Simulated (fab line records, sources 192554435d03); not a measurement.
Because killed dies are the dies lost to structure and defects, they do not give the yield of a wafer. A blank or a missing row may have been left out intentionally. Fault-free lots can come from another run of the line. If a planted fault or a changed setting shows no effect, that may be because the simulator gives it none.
Struck lot and sound lot, side by side -- flow n5-finfet -- 40 out of 1938 route steps
Sound: these wafers, L891.2, L891.3, L891.5. The struck wafers were L904.2, L904.3, L904.5. The cause is given at the end.
Each step with rows lists, per side, the tool, then ch with its chambers, then its first start. Under that, the readings that differ: sound wafers -- struck wafers -- difference of the means -- sigmas: that difference in standard deviations of wafers without a fault.
alike: words and numbers the same on both sides, and readings whose means are apart by under 2 such deviations; not compared: readings that were withheld, readings missing a value for some wafer, numbers with overlapping values and no deviation given by the record, and bounds like >300 which may hide the same value.
Wherever a step has rows on one side only, a row that says differs or no value, or a row with sigmas, the two part there. Non-overlapping numbers with no deviation appear without sigmas and do not part them. Lack of a reading on every wafer of one side parts them only where that side has two or more wafers.

first, 12 steps without rows for these wafers: N5_HKMG_FIN_ETCH_54 (etches SiARC in CF4, target depth 45.5 nm, time 75.8 s); N5_HKMG_FIN_ETCH_55 (etches SOC in N2/H2, target depth 240 nm, time 300 s); N5_HKMG_FIN_STRIP_56 (strips in N2/H2); N5_HKMG_FIN_STRIP_57 (strips in CF4); N5_HKMG_FIN_ETCH_58 (etches SOC in N2/H2, target depth 215.8 nm, time 741 s); N5_HKMG_FIN_STRIP_93 (strips SOC in N2/H2, time 20 s); N5_HKMG_FIN_WET_ETCH_76 (etches Al2O3 in dNH4OH, stops on La2O3, target depth 2.25 nm, rinse time 30 s); N5_HKMG_FIN_STRIP_60 (strips in N2/H2, time 360 s); N5_HKMG_FIN_WET_ETCH_77 (etches La2O3 in dHCl, stops on HfO2, target depth 2 nm); N5_HKMG_FIN_WET_ETCH_78 (etches Al2O3 in dNH4OH, stops on La2O3, target depth 4.5 nm, rinse time 30 s); N5_HKMG_FIN_ALD_79 (deposits TiN, target thk 1.5 nm, pulse time 1 s, purge time 3 s); N5_HKMG_FIN_CVD_62 (deposits a-Si from Si2H6, target thk 3 nm, time 20.8 s).
N5_HKMG_FIN_RTA_80: time 2 s.
  sound on rtp-anneal-02 ch 0, day 6 07:22; struck on rtp-anneal-02 ch 0, day 9 10:41
then, 25 steps without rows for these wafers: N5_HKMG_FIN_PRECLEAN_64 (cleans in dHF, time 30 s); N5_HKMG_FIN_WET_ETCH_65 (etches a-Si in TMAH, stops on TiN, time 49 s, target depth 3 nm); N5_HKMG_FIN_WET_ETCH_81 (etches TiN in SC1, stops on HfO2, time 57 s, target depth 6 nm); N5_HKMG_FIN_WET_ETCH_82 (etches La2O3 in dHCl, stops on HfO2, target depth 2 nm, rinse time 30 s); N5_HKMG_FIN_ALD_36 (deposits TiN, target thk 1 nm, pulse time 1 s, purge time 3 s); N5_HKMG_FIN_PWFM_ALD_03 (deposits TiN, target thk 2 nm, pulse time 1 s, purge time 3 s); N5_HKMG_FIN_COAT_29 (time 60 s, resist thk 300 nm); N5_HKMG_FIN_COAT_30 (time 60 s, resist thk 35 nm); N5_HKMG_FIN_COAT_06 (resist thk 90 nm); N5_HKMG_FIN_EBR_08; N5_HKMG_FIN_SOFTBAKE_07 (time 60 s); N5_HKMG_FIN_EXPOSE_09 (exposes mask NWFM); N5_HKMG_FIN_PEB_10 (peb time 60 s); N5_HKMG_FIN_DEVELOP_11 (develop time 30 s); N5_HKMG_FIN_DESCUM_17 (chemistry O2, time 7.9 s); N5_HKMG_FIN_ETCH_31 (etches SiARC in CF4, target depth 45.5 nm, time 75.8 s); N5_HKMG_FIN_ETCH_32 (etches SOC in N2/H2, target depth 240 nm, time 300 s); N5_HKMG_FIN_STRIP_33 (strips in N2/H2); N5_HKMG_FIN_STRIP_34 (strips in CF4); N5_HKMG_FIN_ETCH_35 (etches SOC in N2/H2, target depth 215.8 nm, time 243.4 s); N5_HKMG_FIN_STRIP_92 (strips SOC in N2/H2, time 20 s); N5_HKMG_FIN_WET_ETCH_18 (etches TiN in SC1, time 55 s, target depth 5.2 nm, rinse time 30 s); N5_HKMG_FIN_STRIP_19 (strips in N2/H2, time 360 s); N5_HKMG_FIN_ALD_91 (deposits TiN, target thk 1 nm, pulse time 1 s, purge time 3 s); N5_HKMG_FIN_COAT_85 (time 60 s, resist thk 300 nm).
-- here the record skips 4 days between the struck wafers' starts before and after, leaving off in module HKMG_FIN and picking up in module BEOL_M4 (first step shown: number 1111 of the route) --
N5_BEOL_M4_RC_MEAS_101:
  sound on prober-02 ch 0, day 10 08:44; struck on prober-01 ch 0, day 13 17:01
reading,sound,struck,difference,sigmas
IOFF_P (nA/um),0.22 0.17 0.24,0.12 0.13 0.13,-0.08,-3
IOFF_P_LONG (nA/um),9.6e-05 9.6e-05 9.7e-05,7.8e-05 7.6e-05 8.3e-05,-1.7e-05,-3
ION_P (uA/um),463 459 465,436 440 434,-26,-4
VT_N_LVT (mV),98 103 97,90 90 89,-10,-3
VT_P (mV),-253 -255 -251,-263 -264 -265,-11,-3
VT_P_LONG (mV),-277.4 -277.1 -276.9,-287.1 -285.7 -286.8,-9.4,-4
  alike: DIBL_N, DIBL_P, IOFF_N, ION_N, SS_N, SS_P, VT_N
-- the record jumps here: 5 days lie between the struck wafers' starts before and after (it left off in module BEOL_M4 and takes up again in module PASSIVATION, whose first step shown is number 1936 of the route) --
N5_PASSIVATION_PROBE_49:
  struck on prober-02, day 18 07:19; sound on prober-01, day 14 12:18
reading,sound,struck,difference,sigmas
sort_bin_8_speed (%),0 0 0,0.59 0.51 2.88,+1.33,+66
  alike: defect-limited-yield, killed_at_M0_to_M3, killed_at_M4_up, killed-at-contacts, killed-at-front-end, killed-at-other, killed-dies, killed-open, killed-short, sort_bin_5_function, sort_bin_6_memory, sort-n-pass, sort-yield-pct

WHERE THEY PART
Earliest at N5_BEOL_M4_RC_MEAS_101; latest, in this record, at N5_PASSIVATION_PROBE_49.

WHY: whatever the simulator had introduced
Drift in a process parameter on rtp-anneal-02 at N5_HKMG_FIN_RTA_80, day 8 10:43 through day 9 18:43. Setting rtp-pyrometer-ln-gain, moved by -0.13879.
